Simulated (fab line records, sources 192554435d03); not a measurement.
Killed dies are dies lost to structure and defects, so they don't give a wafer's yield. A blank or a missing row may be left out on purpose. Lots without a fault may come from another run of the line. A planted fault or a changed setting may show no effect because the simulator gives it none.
Chamber matching | flow n5_finfet | N5_BEOL_M3_ETCH_77 on rie_diel-02: 4 sister chambers
The step etches underlayer in N2/H2, target depth 6.5 nm, time 5.2 s. 4 wafers are shown with their chamber, then 7 later ones without.

WAFERS WITH THEIR CHAMBER
wafer  | chamber | showerhead_plenum_p_Torr (Torr)
L082.2 | 3       | 2.63
L082.5 | 0       | 2.69
L086.2 | 1       | 2.58
L086.5 | 2       | 2.54

WAFERS WITHOUT THEIR CHAMBER
wafer  | showerhead_plenum_p_Torr (Torr)
L086.6 | 2.63
L089.1 | 2.53
L089.3 | 2.69
L089.6 | 2.58
L091.1 | 2.68
L091.5 | 2.62
L091.6 | 2.53

WHICH CHAMBER EACH WENT THROUGH
wafer  | from the rows above | in truth
L086.6 | 3                   | 3
L089.1 | 2                   | 2
L089.3 | 0                   | 0
L089.6 | 1                   | 1
L091.1 | 0                   | 0
L091.5 | 3                   | 3
L091.6 | 2                   | 2
Placed correctly: 7 of 7. Can't be placed from these rows: 0. Placed wrongly: 0.
How it was worked out, from the rows above alone: a wafer's distance from a chamber is the root of the sum, over the readings, of the square of ((its reading less the chamber's mean) divided by the reading's scatter). The wafer belongs to the nearest chamber; if the next one is less than 2 further off, it can't be placed. A chamber's mean is the mean of its shown wafers. The scatter: with one shown wafer a chamber, the root of the mean of the squares of how far each hidden wafer lies from its nearest shown one.
